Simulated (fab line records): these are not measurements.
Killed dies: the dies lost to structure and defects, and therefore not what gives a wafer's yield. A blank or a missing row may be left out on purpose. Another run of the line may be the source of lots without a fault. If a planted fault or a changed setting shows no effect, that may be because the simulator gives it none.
Matching of chambers | flow n5 finfet | N5_BEOL_M5_CURE_79 on uv cure-01 has 3 sister chambers
The step cures SiCOH lowk, time 240 s. 3 wafers are shown with their chamber, then 11 later ones without.

WAFERS PAIRED WITH THEIR CHAMBERS
wafer  | chamber | wafer_temp_C_max
L077.4 | 2       | 385.7
L078.6 | 0       | 387.1
L088.1 | 1       | 387.3

WAFERS MISSING THEIR CHAMBER
wafer  | wafer_temp_C_max
L088.3 | 386.3
L088.4 | 386.4
L089.1 | 387.8
L089.4 | 388.0
L089.5 | 387.0
L089.2 | 387.6
L089.3 | 388.4
L089.6 | 387.6
L092.1 | 386.3
L092.2 | 386.0
L092.3 | 385.8

CHAMBER TAKEN BY EACH
wafer  | from the rows above          | in truth
L088.3 | can't be placed: 2 or 0 or 1 | 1
L088.4 | can't be placed: 2 or 0 or 1 | 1
L089.1 | can't be placed: 1 or 0      | 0
L089.4 | can't be placed: 1 or 0      | 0
L089.5 | can't be placed: 0 or 1      | 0
L089.2 | can't be placed: 1 or 0      | 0
L089.3 | can't be placed: 1 or 0      | 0
L089.6 | can't be placed: 1 or 0      | 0
L092.1 | can't be placed: 2 or 0 or 1 | 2
L092.2 | can't be placed: 2 or 0 or 1 | 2
L092.3 | 2                            | 2
1 of 11 placed correctly. Not placeable from these rows: 10 (in 10, the candidates include the true chamber). Placed wrongly: 0.
How it was worked out, from the rows above alone: a wafer's distance from a chamber is the root of the sum, over the readings, of the square of ((its reading less the chamber's mean) divided by the reading's scatter). If the next closest chamber is less than 2 further off than the closest, the wafer can't be placed; otherwise it belongs to the closest. For every chamber, the mean is computed from those of its wafers that are shown. The scatter (one wafer shown for each chamber): square how far every hidden wafer sits from the nearest shown wafer, average those squares and take the square root.
